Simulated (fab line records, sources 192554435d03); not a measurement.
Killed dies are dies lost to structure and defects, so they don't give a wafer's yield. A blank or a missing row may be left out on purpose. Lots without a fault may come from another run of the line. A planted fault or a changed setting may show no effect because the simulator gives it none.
fab line records | flow n5_finfet
record lots=5 wafers=15 last_day=17
route steps=1938 shown BEOL_M0_CUTY@703 BEOL_M0@715 BEOL_M4@1111 PASSIVATION@1936
lots that met no fault: from a run of the same line without faults
start_h: hours from the record's first day to the start of the lot's first wafer shown | wait_h: hours since the lot's step before | " the same as in the row above | L1.1+2: a row that stands for several wafers | - no value, or no start given | * or withheld: withheld | < > ~ a bound
route shown NAME@n: a module of which the file shows steps, and the number in the route of the first | usual: mean/standard deviation of fault-free wafers | same: alike in all rows | chamber/n: place in a boat | sites: the reading at each site | _std_site: their standard deviation | _edge_site: outer sites' mean less inner sites' | radius_mm: how far each site lies from the wafer's centre | mask NAME#n: copy n | behind: the tool/chamber that last shaped the wafer | hold: why the lot was held/for how many hours/how that ended | device: the transistor (n, p or np) that didn't switch | end of line: the same wafers' tests at the end of the route | a step without rows: its recipe alone | killed: dies lost to structure and defects at the first sort, not the wafer's yield | map: a wafer's dies, x killed, . not, _ none there
set.NAME: the setting as run; set.NAME@STEP: as run at that earlier step | model.NAME: the simulator's own value behind a step, which no gauge read
lots at some steps of the route; a table a step, a row a wafer
services: from which hour (start_h, from the record's first day; less than 0 if before it) a tool's chamber was out of use, for how many hours, and why
## steps
# step N5_BEOL_M0_CUTY_EBR_52
# recipe solvent=PGMEA ebr_width_mm=1.5
# step N5_BEOL_M0_CUTY_SOFTBAKE_53
# recipe temp_c=110 time_s=60 resist=CAR-ArF-block
# step N5_BEOL_M0_CUTY_EXPOSE_54
# recipe mask_id=M0_ABLK na=1.35 source_shape=conventional sigma_outer=0.8 polarization=unpolarized dose_mj=36
# step N5_BEOL_M0_CUTY_PEB_55
# recipe peb_temp_c=110 peb_time_s=60 resist=CAR-ArF-block
# step N5_BEOL_M0_CUTY_DEVELOP_56
# recipe develop_time_s=30 developer=TMAH resist=CAR-ArF-block rinse_liquid=diw dry=air_spin dev_temp_c=23
# step N5_BEOL_M0_CUTY_CD_MEAS_57
# recipe target_cd_nm=200 landing_energy_ev=500 detector=se_inlens polarity=line
# usual cd_nm=199.8/0.87
# columns lot.wafer tool chamber start_h wait_h cd_nm
L528.2 cd_sem-02 0 121.54 - 200.3
L528.4 " 0 " " 201.4
L528.5 " 0 " " 201.0
L536.1 cd_sem-01 0 176.26 - 198.1
L536.2 " 0 " " 198.5
L536.3 " 0 " " 199.0
L539.4 cd_sem-03 0 194.38 - 200.6
L539.5 " 0 " " 201.1
L539.6 " 0 " " 200.1
L545.1 cd_sem-03 0 221.71 - 199.0
L545.4 " 0 " " 198.2
L545.6 " 0 " " 199.2
L549.1 cd_sem-01 0 247.91 - 198.9
L549.2 " 0 " " 199.6
L549.6 " 0 " " 199.8
# step N5_BEOL_M0_CUTY_OVL_MEAS_58
# recipe points_per_wafer=44
# usual M0_ABLK_OVL=-0.4/0.64
# columns lot.wafer tool chamber start_h wait_h M0_ABLK_OVL[nm]
L528.2 overlay-01 0 121.57 0.0 -0.9
L528.4 " 0 " " -0.7
L528.5 " 0 " " -0.6
L536.1 overlay-02 0 176.29 0.0 -0.5
L536.2 " 0 " " -1.5
L536.3 " 0 " " -0.1
L539.4 overlay-02 0 194.41 0.0 -0.5
L539.5 " 0 " " 0.0
L539.6 " 0 " " 0.4
L545.1 overlay-02 0 221.74 0.0 0.6
L545.4 " 0 " " -0.4
L545.6 " 0 " " 0.6
L549.1 overlay-02 0 247.94 0.0 0.0
L549.2 " 0 " " 0.1
L549.6 " 0 " " 0.3
# step N5_BEOL_M0_CUTY_INSPECT_59
# recipe mode=adi inspect_instrument=macro
# usual raw_defect_count=2.0/1.5
# columns lot.wafer tool chamber start_h wait_h raw_defect_count
L528.2 defect_inspect-02 - 121.59 0.0 3
L528.4 " - " " 1
L528.5 " - " " 0
L536.1 defect_inspect-02 - 176.32 0.0 4
L536.2 " - " " 2
L536.3 " - " " 2
L539.4 defect_inspect-02 - 194.44 0.0 3
L539.5 " - " " 5
L539.6 " - " " 1
L545.1 defect_inspect-02 - 221.77 0.0 2
L545.4 " - " " 1
L545.6 " - " " 4
L549.1 defect_inspect-02 - 247.96 0.0 1
L549.2 " - " " 4
L549.6 " - " " 0
# step N5_BEOL_M0_CUTY_DESCUM_61
# recipe chemistry=O2 time_s=7.9 source_power_w=50 bias_power_w=20 pressure_mtorr=20 rf_frequency_hz=2.712e+07 temp_c=40 resist=CAR-ArF-block o2_flow_sccm=225
# usual drypump_motor_current_A=5.8/0.49 oes_product_au=0.78/0.096 rf_vpp_V=243.5/1.5 showerhead_plenum_p_Torr=2.12/0.077 throttle_valve_pct=20.42/0.27
# columns lot.wafer tool chamber start_h wait_h drypump_motor_current_A oes_product_au rf_hours_counter_h rf_vpp_V showerhead_plenum_p_Torr throttle_valve_pct
L528.2 rie_diel-02 3 121.63 0.0 5.7 0.70 212 242.8 2.07 20.45
L528.4 " 2 " " 5.9 0.75 172 243.7 2.18 20.38
L528.5 " 2 " " 5.9 0.75 - 243.9 2.18 20.37
L536.1 rie_diel-02 2 176.35 0.0 5.9 0.72 191 244.0 2.18 20.41
L536.2 " 0 " " 6.4 0.74 172 243.4 2.09 20.23
L536.3 " 1 " " 6.6 0.81 80 244.4 2.21 20.19
L539.4 rie_diel-06 2 194.87 0.4 5.1 0.72 190 240.9 2.00 20.84
L539.5 " 0 " " 5.8 0.68 - 241.8 2.07 20.91
L539.6 " 1 " " 5.9 0.97 - 244.7 2.22 20.55
L545.1 rie_diel-02 0 221.80 0.0 6.4 0.73 189 243.4 2.08 20.25
L545.4 " 2 " " 5.9 0.71 - 244.0 2.17 20.42
L545.6 " 0 " " 6.4 0.74 - 243.4 2.08 20.25
L549.1 rie_diel-06 2 248.32 0.4 5.1 0.70 212 242.1 2.00 20.87
L549.2 " 1 " " 5.9 0.92 25 246.6 2.21 20.58
L549.6 " 1 " " 5.9 0.92 - 244.6 2.21 20.57
# step N5_BEOL_M0_CUTY_ETCH_62
# recipe chemistry=CF4 target=SiARC mask_material=CAR-ArF-block time_s=58.5 ion_energy_ev=80 pressure_mtorr=40 source_w=545 bias_w=36 Ar_flow_sccm=100 cf4_flow_sccm=100 ends=cleared
# usual drypump_motor_current_A=5.8/0.49 etch_rf_on_time_s=58.3/1.1 oes_product_au=0.67/0.083 rf_fwd_power_W=538/3.1 rf_vpp_V=184.5/1.2 showerhead_plenum_p_Torr=2.17/0.077 throttle_valve_pct=15.60/0.26
# columns lot.wafer tool chamber start_h wait_h drypump_motor_current_A etch_rf_on_time_s oes_product_au rf_fwd_power_W rf_hours_counter_h rf_vpp_V showerhead_plenum_p_Torr throttle_valve_pct
L528.2 rie_diel-02 3 121.66 0.0 5.7 60.6 0.58 540 212 183.8 2.11 15.67
L528.4 " 2 " " 5.9 59.7 0.63 539 172 185.5 2.22 15.53
L528.5 " 2 " " 5.9 59.5 0.63 540 - 185.6 2.22 15.53
L536.1 rie_diel-02 2 176.39 0.0 5.9 58.8 0.63 541 191 183.7 2.21 15.57
L536.2 " 0 " " 6.3 57.2 0.64 537 172 184.8 2.13 15.43
L536.3 " 1 " " 6.6 57.4 0.71 538 80 186.6 2.25 15.37
L539.4 rie_diel-06 2 194.90 0.0 5.1 58.0 0.62 538 190 182.6 2.04 15.95
L539.5 " 0 " " 5.8 57.7 0.58 535 - 184.2 2.10 15.98
L539.6 " 1 " " 5.9 56.3 0.85 533 - 186.0 2.28 15.71
L545.1 rie_diel-02 0 221.84 0.0 6.4 58.6 0.62 533 189 184.7 2.12 15.46
L545.4 " 2 " " 6.0 59.7 0.62 539 - 185.1 2.20 15.59
L545.6 " 0 " " 6.4 58.3 0.63 536 - 183.9 2.12 15.47
L549.1 rie_diel-06 2 248.35 0.0 5.1 58.6 0.59 538 212 182.5 2.04 15.97
L549.2 " 1 " " 5.9 56.7 0.80 534 25 185.2 2.27 15.74
L549.6 " 1 " " 5.9 56.6 0.79 535 - 186.1 2.27 15.73
# step N5_BEOL_M0_CUTY_ETCH_63
# recipe chemistry=N2/H2 target=SOC target_depth_a=827 overetch_a=165 mask_material=SiARC temp_c=40 ion_energy_ev=200 time_s=124 pressure_mtorr=30 source_w=840 bias_w=150 n2_flow_sccm=200 h2_flow_sccm=200
# usual drypump_motor_current_A=5.8/0.49 oes_product_au=0.65/0.073 rf_fwd_power_W=837/3.1 rf_vpp_V=524.9/2.8 showerhead_plenum_p_Torr=2.58/0.096 throttle_valve_pct=17.85/0.29
# columns lot.wafer tool chamber start_h wait_h drypump_motor_current_A oes_product_au rf_fwd_power_W rf_hours_counter_h rf_vpp_V showerhead_plenum_p_Torr throttle_valve_pct
L528.2 rie_diel-02 3 121.71 0.0 5.8 0.57 836 212 523.3 2.52 17.88
L528.4 " 2 " " 5.9 0.62 838 172 526.2 2.64 17.80
L528.5 " 2 " " 5.9 0.62 840 - 526.1 2.64 17.78
L536.1 rie_diel-02 2 176.43 0.0 5.9 0.61 842 191 527.1 2.63 17.80
L536.2 " 0 " " 6.3 0.61 842 172 523.5 2.53 17.59
L536.3 " 1 " " 6.6 0.66 838 80 527.4 2.68 17.57
L539.4 rie_diel-06 2 194.95 0.0 5.1 0.59 841 190 521.1 2.42 18.17
L539.5 " 0 " " 5.8 0.56 839 - 523.5 2.51 18.29
L539.6 " 1 " " 5.9 0.80 833 - 528.7 2.72 18.11
L545.1 rie_diel-02 0 221.88 0.0 6.4 0.60 834 189 523.8 2.52 17.61
L545.4 " 2 " " 5.9 0.59 838 - 526.7 2.63 17.83
L545.6 " 0 " " 6.4 0.60 833 - 523.1 2.52 17.60
L549.1 rie_diel-06 2 248.40 0.0 5.1 0.59 838 212 519.1 2.41 18.23
L549.2 " 1 " " 5.9 0.75 836 25 528.7 2.71 18.14
L549.6 " 1 " " 5.9 0.75 835 - 529.1 2.71 18.14
# step N5_BEOL_M0_CUTY_STRIP_64
# recipe chemistry=N2/H2 temp_c=40 n2_flow_sccm=200 h2_flow_sccm=200 rf_frequency_hz=6e+07
# step N5_BEOL_M0_ETCH_138
# recipe chemistry=CH3F/O2 target_depth_a=120 target=SiCN time_s=31.6 ion_energy_ev=120 pressure_mtorr=30 source_w=395 bias_w=75 Ar_flow_sccm=150 CH3F_flow_sccm=30 O2_flow_sccm=20 ends=cleared
# usual drypump_motor_current_A=5.8/0.49 etch_rf_on_time_s=29.3/0.69 oes_product_au=0.67/0.082 rf_fwd_power_W=386.6/1.6 rf_vpp_V=297.9/1.7 showerhead_plenum_p_Torr=2.03/0.074 throttle_valve_pct=16.30/0.26
# columns lot.wafer tool chamber start_h wait_h drypump_motor_current_A etch_rf_on_time_s oes_product_au rf_fwd_power_W rf_hours_counter_h rf_vpp_V showerhead_plenum_p_Torr throttle_valve_pct
L528.2 rie_diel-02 3 121.83 0.0 5.7 29.1 0.58 386.6 212 296.9 1.98 16.37
L528.4 " 2 " " 5.9 29.5 0.63 388.1 172 299.3 2.07 16.22
L528.5 " 2 " " 5.9 29.7 0.64 388.2 - 300.9 2.07 16.20
L536.1 rie_diel-02 2 176.56 0.0 5.9 29.4 0.62 385.9 191 298.0 2.06 16.26
L536.2 " 0 " " 6.4 28.6 0.64 385.9 172 297.5 1.99 16.13
L536.3 " 1 " " 6.6 29.5 0.70 388.4 80 298.8 2.10 16.00
L539.4 rie_diel-06 2 195.07 0.0 5.1 29.9 0.62 387.4 191 296.0 1.90 16.65
L539.5 " 0 " " 5.9 29.7 0.58 386.0 - 297.8 1.96 16.70
L539.6 " 1 " " 5.9 29.2 0.84 386.4 - 298.2 2.13 16.39
L545.1 rie_diel-02 0 222.01 0.0 6.4 23.6 0.70 624.2 189 253.0 1.99 16.17
L545.4 " 2 " " 5.9 29.6 0.61 387.6 - 299.3 2.06 16.28
L545.6 " 0 " " 6.4 24.1 0.69 622.1 - 252.1 1.99 16.15
L549.1 rie_diel-06 2 248.52 0.0 5.1 29.0 0.59 387.6 212 296.4 1.90 16.69
L549.2 " 1 " " 5.9 27.8 0.79 384.3 25 299.0 2.13 16.44
L549.6 " 1 " " 5.9 28.1 0.79 386.4 - 300.5 2.13 16.45
# step N5_BEOL_M0_HM_OPEN_105
# recipe chemistry=Cl2/BCl3 target_depth_a=120 target=TiN ion_energy_ev=150 pressure_mtorr=10 icp_w=1000 bias_w=126 Cl2_flow_sccm=53.25 bcl3_flow_sccm=21.75 Ar_flow_sccm=25
# usual drypump_motor_current_A=5.8/0.31 he_backside_leak_sccm=3.32/0.27 oes_product_au=0.76/0.1 throttle_valve_pct=21.93/0.19
# columns lot.wafer tool chamber start_h wait_h drypump_motor_current_A he_backside_leak_sccm oes_product_au rf_hours_counter_h throttle_valve_pct
L528.2 rie_metal-03 1 122.16 0.3 5.8 3.20 0.64 115 22.27
L528.4 " 1 " " 5.8 3.19 0.64 - 22.27
L528.5 " 1 " " 5.8 3.31 0.64 - 22.27
L536.1 rie_metal-03 1 176.81 0.2 5.8 3.24 0.63 119 22.29
L536.2 " 0 " " 5.9 3.33 0.70 77 21.74
L536.3 " 1 " " 5.8 3.18 0.64 - 22.27
L539.4 rie_metal-02 1 197.32 2.2 5.5 3.30 0.74 - 21.90
L539.5 " 1 " " 5.6 3.33 0.74 - 21.89
L539.6 " 0 " " 5.4 2.99 0.88 - 22.06
L545.1 rie_metal-02 0 222.58 0.5 5.4 3.31 0.87 19 22.06
L545.4 " 0 " " 5.4 3.23 0.87 - 22.07
L545.6 " 0 " " 5.4 3.27 0.86 - 22.05
L549.1 rie_metal-03 0 257.18 8.6 6.0 3.53 0.68 84 21.74
L549.2 " 1 " " 5.8 3.11 1.00 0 22.00
L549.6 " 0 " " 6.0 3.45 0.69 - 21.76
# step N5_BEOL_M4_RC_MEAS_101
# usual DIBL_N=35.9/1.4 DIBL_P=35.9/1.7 IOFF_N=0.155/0.023 IOFF_P=0.201/0.029 ION_N=672/8.8 ION_P=460/7 SS_N=71.6/0.48 SS_P=73.1/0.64 VT_N=250.0/3 VT_P=-251.6/3
# columns lot.wafer tool chamber start_h wait_h DIBL_N[mV/V] DIBL_P[mV/V] IOFF_N[nA/um] IOFF_P[nA/um] ION_N[uA/um] ION_P[uA/um] SS_N[mV/dec] SS_P[mV/dec] VT_N[mV] VT_P[mV]
L528.2 prober-02 0 173.10 0.2 35.9 35.7 0.154 0.217 671 463 71.3 72.8 249.9 -249.3
L528.4 " 0 " " 37.4 38.3 0.190 0.258 680 468 71.8 72.9 246.4 -244.6
L528.5 " 0 " " 35.1 34.7 0.142 0.203 663 465 71.0 72.5 253.2 -247.8
L536.1 prober-02 0 233.99 0.0 33.5 31.5 0.124 0.159 658 452 71.5 71.5 253.0 -254.3
L536.2 " 0 " " 34.7 33.8 0.136 0.188 671 452 71.3 72.6 249.6 -253.2
L536.3 " 0 " " 32.9 31.2 0.108 0.149 666 457 70.2 71.6 252.9 -253.7
L539.4 prober-02 0 245.94 0.5 36.8 35.7 0.147 0.197 664 453 71.8 73.1 249.5 -252.6
L539.5 " 0 " " 36.0 34.5 0.139 0.184 669 463 71.3 72.6 252.9 -253.6
L539.6 " 0 " " 38.1 36.3 0.165 0.204 677 457 71.8 72.6 250.8 -250.2
L545.1 prober-02 0 279.19 0.0 35.4 36.6 0.148 0.165 675 452 71.8 73.7 249.8 -256.4
L545.4 " 0 " " 36.1 37.0 0.154 0.164 658 448 71.5 73.5 250.7 -257.2
L545.6 " 0 " " 36.8 38.1 0.162 0.180 674 457 72.1 73.0 249.6 -258.8
L549.1 prober-01 0 305.76 0.2 36.1 34.9 0.146 0.175 668 452 71.7 73.5 250.2 -255.3
L549.2 " 0 " " 34.4 33.7 0.118 0.161 665 456 71.0 73.4 254.4 -255.5
L549.6 " 0 " " 35.7 35.3 0.139 0.182 662 452 71.7 73.2 252.2 -253.5
# step N5_PASSIVATION_PROBE_49
# usual defect_limited_yield=91.7/1.5 killed_at_M0_to_M3=30/8.6 killed_at_M4_up=12/4.5 killed_at_contacts=13/5.8 killed_at_front_end=38/11 killed_at_other=4/3 killed_dies=97/17 killed_open=63/12 killed_short=32/8.8 sort_bin_5_function=4.8/0.91 sort_bin_6_memory=3.1/0.68 sort_n_pass=1083/17 sort_yield_pct=91.7/1.5
# same gross_dies=1180 killed_at_back_side=0 sort_bin_4_leakage[%]=0 sort_bin_8_speed[%]=0
# columns lot.wafer tool chamber start_h wait_h defect_limited_yield[%] killed_at_M0_to_M3 killed_at_M4_up killed_at_contacts killed_at_front_end killed_at_other killed_dies killed_open killed_short sort_bin_5_function[%] sort_bin_6_memory[%] sort_n_pass sort_yield_pct[%]
L528.2 prober-02 - 292.83 0.1 93.1 30 7 6 35 3 81 50 30 3.5 3.1 1099 93.1
L528.4 prober-02 - 292.93 0.2 91.5 32 11 12 42 3 100 69 31 4.8 3.5 1080 91.5
L528.5 prober-02 - 292.98 0.2 93.6 32 8 9 21 6 76 59 16 3.3 3.0 1104 93.6
L536.1 prober-01 - 336.29 0.0 90.3 41 16 20 36 2 115 83 32 5.3 4.4 1065 90.3
L536.2 prober-01 - 336.34 0.1 93.6 25 12 14 21 3 75 47 25 3.4 2.9 1105 93.6
L536.3 prober-01 - 336.39 0.1 91.3 34 17 16 34 2 103 69 33 5.0 3.5 1077 91.3
L539.4 prober-02 - 349.54 0.2 90.6 45 16 11 36 3 111 75 34 5.7 3.3 1069 90.6
L539.5 prober-02 - 349.59 0.2 91.6 28 10 11 48 2 99 52 43 5.3 2.4 1081 91.6
L539.6 prober-02 - 349.64 0.3 89.2 39 12 17 54 5 127 82 42 5.7 4.6 1053 89.2
L545.1 prober-01 - 385.34 0.0 89.4 52 15 18 37 3 125 73 52 6.9 3.0 1055 89.4
L545.4 prober-01 - 385.49 0.2 89.5 37 16 16 42 13 124 89 32 6.8 3.5 1056 89.5
L545.6 prober-01 - 385.59 0.3 88.6 36 17 19 58 5 135 98 35 6.0 5.1 1045 88.6
L549.1 prober-01 - 415.81 0.0 93.2 31 9 9 31 0 80 52 25 4.1 2.4 1100 93.2
L549.2 prober-01 - 415.86 0.1 91.9 28 14 12 40 2 96 65 30 4.7 3.1 1084 91.9
L549.6 prober-01 - 416.06 0.3 93.3 20 8 16 30 5 79 48 27 4.0 2.1 1101 93.3
# killed by level:class
L528.2 FIN_SAQP:geometric_particle:open=8 GATE_CUT:geometric_particle:short=8 BEOL_M0_SAQP:geometric_particle:open=8 BEOL_M3:geometric_particle:open=8 FIN_SAQP:geometric_particle:short=6 BEOL_M0_SAQP:geometric_particle:short=4 BEOL_M2:geometric_particle:open=4 BEOL_M5:geometric_particle:open=4
L528.4 FIN_SAQP:geometric_particle:open=16 BEOL_M0_SAQP:geometric_particle:short=9 MOL_CONTACT_COAG:geometric_particle:open=9 FIN_SAQP:geometric_particle:short=7 BEOL_M0_SAQP:geometric_particle:open=7 BEOL_M0:geometric_particle:open=6 BEOL_M5:geometric_particle:open=4 BEOL_M2:geometric_particle:open=4
L528.5 MOL_CONTACT_COAG:geometric_particle:open=9 BEOL_M2:geometric_particle:open=8 BEOL_M3:geometric_particle:open=7 BEOL_M1:geometric_particle:open=6 FIN_SAQP:geometric_particle:open=5 BEOL_M0_SAQP:geometric_particle:open=5 DUMMY_GATE:geometric_particle:open=4 BEOL_M5:geometric_particle:open=4
L536.1 MOL_CONTACT_COAG:geometric_particle:open=17 BEOL_M3:geometric_particle:open=10 BEOL_M4:geometric_particle:open=10 STI_FIN_REVEAL:geometric_particle:open=8 BEOL_M2:geometric_particle:open=8 BEOL_M3:geometric_particle:short=7 BEOL_M1:geometric_particle:open=6 BEOL_M0_SAQP:geometric_particle:open=5
L536.2 BEOL_M4:geometric_particle:open=9 BEOL_M3:geometric_particle:open=8 MOL_CONTACT_COAG:geometric_particle:open=7 MOL_CONTACT_COAG:geometric_particle:short=7 BEOL_M2:geometric_particle:open=5 STI_FIN_REVEAL:geometric_particle:open=4 FIN_SAQP:geometric_particle:short=3 STI_FIN_REVEAL:geometric_particle:short=3
L536.3 BEOL_M3:geometric_particle:open=12 MOL_CONTACT_COAG:geometric_particle:open=12 BEOL_M2:geometric_particle:short=8 BEOL_M2:geometric_particle:open=6 BEOL_M5:geometric_particle:open=6 FIN_SAQP:geometric_particle:open=5 DUMMY_GATE:geometric_particle:open=5 BEOL_M4:geometric_particle:open=5
L539.4 FIN_SAQP:geometric_particle:open=9 MOL_CONTACT_COAG:geometric_particle:open=9 BEOL_M2:geometric_particle:open=9 BEOL_M0_SAQP:geometric_particle:open=8 BEOL_M4:geometric_particle:open=8 BEOL_M1:geometric_particle:open=7 FIN_SAQP:geometric_particle:short=6 STI_FIN_REVEAL:geometric_particle:open=5
L539.5 FIN_SAQP:geometric_particle:short=11 MOL_CONTACT_COAG:geometric_particle:open=10 GATE_CUT:geometric_particle:short=9 STI_FIN_REVEAL:geometric_particle:open=8 BEOL_M0_SAQP:geometric_particle:short=6 BEOL_M3:geometric_particle:open=6 GATE_CUT:geometric_particle:open=4 BEOL_M4:geometric_particle:open=4
L539.6 GATE_CUT:geometric_particle:short=18 BEOL_M2:geometric_particle:open=17 MOL_CONTACT_COAG:geometric_particle:open=14 GATE_CUT:geometric_particle:open=11 BEOL_M4:geometric_particle:open=8 FIN_SAQP:geometric_particle:open=7 BEOL_M0_SAQP:geometric_particle:short=5 FIN_SAQP:geometric_particle:short=4
L545.1 MOL_CONTACT_COAG:geometric_particle:open=14 BEOL_M0_SAQP:geometric_particle:open=11 GATE_CUT:geometric_particle:short=9 BEOL_M3:geometric_particle:short=9 STI_FIN_REVEAL:geometric_particle:open=7 DUMMY_GATE:geometric_particle:open=7 BEOL_M0_SAQP:geometric_particle:short=7 BEOL_M3:geometric_particle:open=7
L545.4 FIN_SAQP:geometric_particle:open=13 MOL_CONTACT_COAG:geometric_particle:open=12 STI_FIN_REVEAL:geometric_particle:open=9 BEOL_M1:geometric_particle:open=7 BEOL_M4:geometric_particle:open=7 DUMMY_GATE:geometric_particle:open=6 BEOL_M2:geometric_particle:open=6 BEOL_M3:geometric_particle:open=6
L545.6 FIN_SAQP:geometric_particle:open=15 MOL_CONTACT_COAG:geometric_particle:open=14 BEOL_M2:geometric_particle:open=13 BEOL_M4:geometric_particle:open=12 STI_FIN_REVEAL:geometric_particle:open=11 DUMMY_GATE:geometric_particle:open=8 BEOL_M0_SAQP:geometric_particle:open=7 BEOL_M3:geometric_particle:open=6
L549.1 BEOL_M3:geometric_particle:open=8 BEOL_M0_SAQP:geometric_particle:short=6 BEOL_M1:geometric_particle:open=6 FIN_SAQP:geometric_particle:short=5 BEOL_M0_SAQP:geometric_particle:open=5 STI_FIN_REVEAL:geometric_particle:open=5 MOL_CONTACT_COAG:geometric_particle:open=5 DUMMY_GATE:geometric_particle:open=4
L549.2 STI_FIN_REVEAL:geometric_particle:open=11 MOL_CONTACT_COAG:geometric_particle:open=9 BEOL_M1:geometric_particle:open=8 BEOL_M0_SAQP:geometric_particle:open=7 BEOL_M4:geometric_particle:open=7 FIN_SAQP:geometric_particle:open=6 FIN_SAQP:geometric_particle:short=6 BEOL_M0_SAQP:geometric_particle:short=5
L549.6 MOL_CONTACT_COAG:geometric_particle:open=10 FIN_SAQP:geometric_particle:short=6 STI_FIN_REVEAL:geometric_particle:open=6 MOL_CONTACT_COAG:geometric_particle:short=6 BEOL_M3:geometric_particle:open=5 BEOL_M0_SAQP:geometric_particle:short=4 BEOL_M1:geometric_particle:open=4 BEOL_M5:geometric_particle:open=4
## services
# columns tool chamber start_h hours kind
rie_diel-06 1 99.50 6.9 repair
rie_metal-02 0 119.16 12.5 repair
rie_diel-06 1 170.03 - clean
rie_diel-06 1 170.03 - consumable_replace:focus_ring
rie_diel-06 1 170.03 - consumable_replace:showerhead
rie_diel-06 1 170.03 12.2 scheduled_down
rie_diel-06 1 170.03 12.2 vent_cycle
rie_diel-06 0 200.31 15.8 repair
rie_diel-02 3 221.54 - clean
rie_diel-02 3 221.54 - consumable_replace:focus_ring
rie_metal-03 1 230.89 - clean
rie_metal-03 1 230.89 21.3 scheduled_down
rie_metal-03 1 230.89 21.3 vent_cycle
rie_diel-06 0 247.37 - clean
rie_diel-06 0 247.37 - consumable_replace:focus_ring
rie_diel-06 0 247.37 23.0 scheduled_down
rie_diel-06 0 247.37 23.0 vent_cycle
## key
first_sign step=N5_BEOL_M0_ETCH_138 reading=rf_fwd_power_W direction=up sigmas=99+ usual=* struck=*
effect step=N5_BEOL_M0_ETCH_138 reading=rf_vpp_V direction=down sigmas=27 usual=297.9 struck=252.5
met_at N5_BEOL_M0_ETCH_138
struck_wafers L545.1,L545.6
onset_between 176.56 222.01
fault kind=process_parameter_drift tool=rie_diel-02 chamber=0 onset_h=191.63 steps=N5_BEOL_M0_ETCH_138 channel=source_w offset=237 shape=step end_h=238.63 acts_in=these_recipes_only stated=395
